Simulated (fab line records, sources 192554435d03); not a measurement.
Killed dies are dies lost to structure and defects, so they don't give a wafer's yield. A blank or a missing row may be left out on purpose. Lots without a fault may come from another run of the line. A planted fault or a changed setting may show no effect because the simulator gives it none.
One fault seen from 3 desks | flow n5_finfet | each desk has only its own numbers; what lay behind them comes last

THE DEFECT DESK
What the inspections along the route counted, lot by lot: means of the sampled wafers that have a number. A lot is out of limits, marked OUT, if its mean lies more than 4 standard deviations from the usual mean; the brackets give that distance.
Columns: A = raw_defect_count at N5_PASSIVATION_INSPECT_61, usual 2.0
lot  | first seen here | A
L119 | day 11 14:05    | 3.0
L120 | day 11 21:25    | 2.3
L122 | day 11 21:27    | 3.3
L123 | day 12 10:59    | 1.3
L121 | day 12 12:11    | 0.7
L125 | day 12 20:47    | 1.0
L124 | day 12 23:20    | 1.5
L126 | day 13 18:44    | 2.0
L130 | day 14 14:15    | 1.0
L135 | day 16 00:39    | 2.0
L141 | day 17 10:36    | 1.7
This desk's finding: nothing out of limits on any of the 11 lots.

THE TOOL OWNER'S DESK: rie_diel-05
The tool's own readings at N5_MOL_CONTACT_COAG_ETCH_48 (etches SiOC in C4F6/O2, target depth 15 nm, overetch 4.5 nm, time 17 s): means of the sampled wafers that have a number, for each lot that ran on this tool. A lot is out of limits, marked OUT, if its mean lies more than 4 standard deviations from the usual mean; the brackets give that distance.
Columns: A = drypump_motor_current_A at N5_MOL_CONTACT_COAG_ETCH_48, usual 5.3 A; B = oes_product_au at N5_MOL_CONTACT_COAG_ETCH_48, usual 0.67 a.u.; C = rf_vpp_V at N5_MOL_CONTACT_COAG_ETCH_48, usual 1594 V; D = showerhead_plenum_p_Torr at N5_MOL_CONTACT_COAG_ETCH_48, usual 2.81 Torr; E = throttle_valve_pct at N5_MOL_CONTACT_COAG_ETCH_48, usual 40.6 %
lot  | first seen here | A   | B    | C    | D    | E
L122 | day 5 21:26     | 6.1 | 0.63 | 1607 | 2.77 | 40.3
L123 | day 6 04:53     | 5.9 | 0.62 | 1579 | 2.75 | 41.1
L130 | day 7 20:18     | 5.6 | 0.77 | 1604 | 2.83 | 40.0
L135 | day 9 03:26     | 6.2 | 0.73 | 1604 | 2.75 | 40.5
L136 | day 9 09:46     | 5.7 | 0.60 | 1566 | 2.73 | 41.0
This desk's finding: nothing out of limits on any of the 5 lots.

THE METROLOGY DESK
What the gauges read, lot by lot, whatever tool the lot ran on: means of the sampled wafers that have a number. A lot is out of limits, marked OUT, if its mean lies more than 4 standard deviations from the usual mean; the brackets give that distance.
Columns: A = PASS_OPEN_OVL at N5_PASSIVATION_OVL_MEAS_66, usual 5 nm
lot  | first seen here | A
L119 | day 11 17:53    | 7
L120 | day 12 00:58    | 9
L122 | day 12 01:14    | 9
L123 | day 12 15:02    | 3
L121 | day 12 15:34    | -3
L125 | day 13 00:04    | 13
L124 | day 13 04:29    | 6
L126 | day 13 22:02    | 7
L130 | day 14 17:38    | 6
L135 | day 16 04:29    | 4
L141 | day 17 14:23    | 2
This desk's finding: nothing out of limits on any of the 11 lots.

PUT TOGETHER
The defect desk saw nothing out of limits.
The tool owner's desk saw nothing out of limits.
The metrology desk saw nothing out of limits.

WHAT THE SIMULATOR HAD PUT IN
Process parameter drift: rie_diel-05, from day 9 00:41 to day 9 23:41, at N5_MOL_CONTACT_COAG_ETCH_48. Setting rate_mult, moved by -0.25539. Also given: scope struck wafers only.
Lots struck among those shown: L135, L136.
